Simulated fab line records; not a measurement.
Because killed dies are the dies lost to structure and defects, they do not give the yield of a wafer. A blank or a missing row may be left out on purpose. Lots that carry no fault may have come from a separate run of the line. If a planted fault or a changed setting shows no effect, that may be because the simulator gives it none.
Matching of chambers + flow n5-finfet + 3 sister chambers for N5_BEOL_M13_ILD_DEP_00 on pecvd-03
The step deposits SiOC from DEMS/O2, target thk 837.92 nm, time 166.4 s. 14 wafers are shown with their chamber, then 7 later ones without.

== WAFERS PAIRED WITH THEIR CHAMBERS ==
| wafer  | chamber | throttle-valve-pct (%) | heater-power-w (W) | heater-power-outer-w (W) |
|--------|---------|------------------------|--------------------|--------------------------|
| L083.3 | 2       | 11.9                   | 413                | 261                      |
| L083.5 | 0       | 13.3                   | 413                | 227                      |
| L083.6 | 2       | 11.8                   | 333                | 192                      |
| L085.3 | 2       | 11.9                   | 372                | 214                      |
| L085.4 | 0       | 13.0                   | 368                | 193                      |
| L085.6 | 2       | 12.1                   | 408                | 244                      |
| L084.2 | 0       | 13.3                   | 462                | 268                      |
| L084.5 | 2       | 12.0                   | 404                | 250                      |
| L084.6 | 0       | 13.2                   | 371                | 192                      |
| L087.2 | 2       | 12.0                   | 343                | 200                      |
| L087.4 | 2       | 12.1                   | 374                | 228                      |
| L087.5 | 1       | 12.0                   | 547                | 297                      |
| L094.1 | 0       | 13.3                   | 382                | 201                      |
| L094.4 | 2       | 12.1                   | 420                | 256                      |

SIGNATURES, as means of the wafers listed above
| reading              | chamber 0 | chamber 1 | chamber 2 | scatter within a chamber |
|----------------------|-----------|-----------|-----------|--------------------------|
| throttle-valve-pct   | 13.220    | 12.000    | 11.988    | 0.119                    |
| heater-power-w       | 399.20    | 547.00    | 383.38    | 35.5                     |
| heater-power-outer-w | 216.20    | 297.00    | 230.62    | 28.6                     |
Rule: for each reading, subtract the chamber's mean from the wafer's reading, divide by that reading's scatter and square the result; add these up over the readings and take the root, which gives the wafer's distance from the chamber. The wafer belongs to the nearest chamber; if the next one is less than 2 further off, it can't be placed. The scatter: the root of (the sum of the squares of (reading less its chamber's mean) over the shown wafers, divided by (wafers less chambers)).

== WAFERS WHOSE CHAMBER IS MISSING ==
| wafer  | throttle-valve-pct (%) | heater-power-w (W) | heater-power-outer-w (W) |
|--------|------------------------|--------------------|--------------------------|
| L094.5 | 13.4                   | 413                | 228                      |
| L095.2 | 11.8                   | 512                | 276                      |
| L095.4 | 12.0                   | 536                | 295                      |
| L095.6 | 13.1                   | 370                | 190                      |
| L096.1 | 12.3                   | 359                | 204                      |
| L096.5 | 12.3                   | 416                | 250                      |
| L096.6 | 13.3                   | 410                | 221                      |

== WHICH CHAMBER EACH WENT THROUGH ==
| wafer  | from the rows above     | in truth |
|--------|-------------------------|----------|
| L094.5 | 0                       | 0        |
| L095.2 | 1                       | 1        |
| L095.4 | 1                       | 1        |
| L095.6 | 0                       | 0        |
| L096.1 | 2                       | 2        |
| L096.5 | can't be placed: 2 or 1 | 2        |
| L096.6 | 0                       | 0        |
6 of 7 placed correctly. Cannot be placed on the basis of these rows: 1; the candidates contain the true chamber in 1. Wrongly placed: 0.
